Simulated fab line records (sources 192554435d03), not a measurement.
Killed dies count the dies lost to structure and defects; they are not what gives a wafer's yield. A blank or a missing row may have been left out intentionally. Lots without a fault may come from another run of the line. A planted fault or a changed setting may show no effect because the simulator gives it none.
Split-lot experiment :: flow n5-finfet :: 7 lots, 39 wafers read, on a route of 1938 steps

== THE SPLIT ITSELF ==
At N5_WELL_APT_IMPLANT_31, the setting energy-kev was moved away from the recipe's 60 on 9 of the 39 wafers read, by -7.2% to +3.4%. This setting was run at the recipe's value on the other wafers.

Reading taken at the split's own step.

== THE READING ==
The simulator's own value implant.drp-nm, read by no gauge, in nm at N5_WELL_APT_IMPLANT_31. The file gives no usual value for it.

wafer: L077.1
tool, chamber at the split: implanter-02, 0
energy-kev as run: 60
against the recipe: recipe
implant.drp-nm, nm: 64.53
against lot-mates on the recipe: -

wafer: L077.5
tool, chamber at the split: implanter-02, 0
energy-kev as run: 60
against the recipe: recipe
implant.drp-nm, nm: 64.53
against lot-mates on the recipe: -

wafer: L077.6
tool, chamber at the split: implanter-02, 0
energy-kev as run: 60
against the recipe: recipe
implant.drp-nm, nm: 64.53
against lot-mates on the recipe: -

wafer: L078.1
tool, chamber at the split: implanter-01, 0
energy-kev as run: 62.07
against the recipe: +3.4%
implant.drp-nm, nm: 65.68
against lot-mates on the recipe: +1.15

wafer: L078.3
tool, chamber at the split: implanter-01, 0
energy-kev as run: 62.07
against the recipe: +3.4%
implant.drp-nm, nm: 65.68
against lot-mates on the recipe: +1.15

wafer: L078.5
tool, chamber at the split: implanter-01, 0
energy-kev as run: 62.07
against the recipe: +3.4%
implant.drp-nm, nm: 65.68
against lot-mates on the recipe: +1.15

wafer: L078.2
tool, chamber at the split: implanter-01, 0
energy-kev as run: 60
against the recipe: recipe
implant.drp-nm, nm: 64.53
against lot-mates on the recipe: -

wafer: L078.4
tool, chamber at the split: implanter-01, 0
energy-kev as run: 60
against the recipe: recipe
implant.drp-nm, nm: 64.53
against lot-mates on the recipe: -

wafer: L078.6
tool, chamber at the split: implanter-01, 0
energy-kev as run: 60
against the recipe: recipe
implant.drp-nm, nm: 64.53
against lot-mates on the recipe: -

wafer: L081.1
tool, chamber at the split: implanter-02, 0
energy-kev as run: 60
against the recipe: recipe
implant.drp-nm, nm: 64.53
against lot-mates on the recipe: -

wafer: L081.2
tool, chamber at the split: implanter-02, 0
energy-kev as run: 60
against the recipe: recipe
implant.drp-nm, nm: 64.53
against lot-mates on the recipe: -

wafer: L081.3
tool, chamber at the split: implanter-02, 0
energy-kev as run: 60
against the recipe: recipe
implant.drp-nm, nm: 64.53
against lot-mates on the recipe: -

wafer: L081.4
tool, chamber at the split: implanter-02, 0
energy-kev as run: 57.63
against the recipe: -3.9%
implant.drp-nm, nm: 63.16
against lot-mates on the recipe: -1.37

wafer: L081.5
tool, chamber at the split: implanter-02, 0
energy-kev as run: 57.63
against the recipe: -3.9%
implant.drp-nm, nm: 63.16
against lot-mates on the recipe: -1.37

wafer: L081.6
tool, chamber at the split: implanter-02, 0
energy-kev as run: 57.63
against the recipe: -3.9%
implant.drp-nm, nm: 63.16
against lot-mates on the recipe: -1.37

wafer: L086.1
tool, chamber at the split: implanter-02, 0
energy-kev as run: 60
against the recipe: recipe
implant.drp-nm, nm: 64.53
against lot-mates on the recipe: -

wafer: L086.2
tool, chamber at the split: implanter-02, 0
energy-kev as run: 60
against the recipe: recipe
implant.drp-nm, nm: 64.53
against lot-mates on the recipe: -

wafer: L086.3
tool, chamber at the split: implanter-02, 0
energy-kev as run: 60
against the recipe: recipe
implant.drp-nm, nm: 64.53
against lot-mates on the recipe: -

wafer: L086.4
tool, chamber at the split: implanter-02, 0
energy-kev as run: 60
against the recipe: recipe
implant.drp-nm, nm: 64.53
against lot-mates on the recipe: -

wafer: L086.5
tool, chamber at the split: implanter-02, 0
energy-kev as run: 60
against the recipe: recipe
implant.drp-nm, nm: 64.53
against lot-mates on the recipe: -

wafer: L086.6
tool, chamber at the split: implanter-02, 0
energy-kev as run: 60
against the recipe: recipe
implant.drp-nm, nm: 64.53
against lot-mates on the recipe: -

wafer: L091.1
tool, chamber at the split: implanter-02, 0
energy-kev as run: 60
against the recipe: recipe
implant.drp-nm, nm: 64.53
against lot-mates on the recipe: -

wafer: L091.2
tool, chamber at the split: implanter-02, 0
energy-kev as run: 60
against the recipe: recipe
implant.drp-nm, nm: 64.53
against lot-mates on the recipe: -

wafer: L091.3
tool, chamber at the split: implanter-02, 0
energy-kev as run: 60
against the recipe: recipe
implant.drp-nm, nm: 64.53
against lot-mates on the recipe: -

wafer: L091.4
tool, chamber at the split: implanter-02, 0
energy-kev as run: 60
against the recipe: recipe
implant.drp-nm, nm: 64.53
against lot-mates on the recipe: -

wafer: L091.5
tool, chamber at the split: implanter-02, 0
energy-kev as run: 60
against the recipe: recipe
implant.drp-nm, nm: 64.53
against lot-mates on the recipe: -

wafer: L091.6
tool, chamber at the split: implanter-02, 0
energy-kev as run: 60
against the recipe: recipe
implant.drp-nm, nm: 64.53
against lot-mates on the recipe: -

wafer: L092.1
tool, chamber at the split: implanter-01, 0
energy-kev as run: 60
against the recipe: recipe
implant.drp-nm, nm: 64.53
against lot-mates on the recipe: -

wafer: L092.2
tool, chamber at the split: implanter-01, 0
energy-kev as run: 60
against the recipe: recipe
implant.drp-nm, nm: 64.53
against lot-mates on the recipe: -

wafer: L092.3
tool, chamber at the split: implanter-01, 0
energy-kev as run: 60
against the recipe: recipe
implant.drp-nm, nm: 64.53
against lot-mates on the recipe: -

wafer: L092.4
tool, chamber at the split: implanter-01, 0
energy-kev as run: 60
against the recipe: recipe
implant.drp-nm, nm: 64.53
against lot-mates on the recipe: -

wafer: L092.5
tool, chamber at the split: implanter-01, 0
energy-kev as run: 60
against the recipe: recipe
implant.drp-nm, nm: 64.53
against lot-mates on the recipe: -

wafer: L092.6
tool, chamber at the split: implanter-01, 0
energy-kev as run: 60
against the recipe: recipe
implant.drp-nm, nm: 64.53
against lot-mates on the recipe: -

wafer: L097.1
tool, chamber at the split: implanter-02, 0
energy-kev as run: 60
against the recipe: recipe
implant.drp-nm, nm: 64.53
against lot-mates on the recipe: -

wafer: L097.3
tool, chamber at the split: implanter-02, 0
energy-kev as run: 60
against the recipe: recipe
implant.drp-nm, nm: 64.53
against lot-mates on the recipe: -

wafer: L097.4
tool, chamber at the split: implanter-02, 0
energy-kev as run: 60
against the recipe: recipe
implant.drp-nm, nm: 64.53
against lot-mates on the recipe: -

wafer: L097.2
tool, chamber at the split: implanter-02, 0
energy-kev as run: 55.71
against the recipe: -7.2%
implant.drp-nm, nm: 62.02
against lot-mates on the recipe: -2.51

wafer: L097.5
tool, chamber at the split: implanter-02, 0
energy-kev as run: 55.71
against the recipe: -7.2%
implant.drp-nm, nm: 62.02
against lot-mates on the recipe: -2.51

wafer: L097.6
tool, chamber at the split: implanter-02, 0
energy-kev as run: 55.71
against the recipe: -7.2%
implant.drp-nm, nm: 62.02
against lot-mates on the recipe: -2.51

FIT RESULTS
A straight line over all 39 wafers: implant.drp-nm changes by +0.347 nm for each +1% of energy-kev; r = +1.00; the points scatter about the line by 0.015 nm.
The same after taking each lot's own level away (the mean of its wafers on the recipe; 39 wafers): +0.347 nm for each +1%; r = +1.00; scatter 0.015 nm.
The reading moves by 2.5 nm for the largest change in energy-kev, on that fit.
The lots' own levels span 64.530 to 64.530 nm.
So the lot-to-lot level changes the slope little: the two slopes agree.
Check: for one of the wafers moved furthest among these (-7.2%), held out of the fit, the line's prediction against its lot-mates is -2.48 nm. It came out at -2.51 nm against them.

== THE WHOLE CHAIN: every reading that the file lists as answering this split, in the file's order ==
step: N5_WELL_APT_IMPLANT_31
what it does: 
reading: implant.rp-nm (the simulator's own value, which no gauge read)
change (the file's fit): +1.8 nm for each +1% of the setting
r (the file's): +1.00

step: N5_WELL_APT_IMPLANT_31
what it does: 
reading: implant.drp-nm (the simulator's own value, which no gauge read)
change (the file's fit): +0.348 nm for each +1% of the setting
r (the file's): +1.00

== FILE'S OWN FIT ==
implant.drp-nm changes by +0.348 nm for each +1% of energy-kev, r = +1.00.
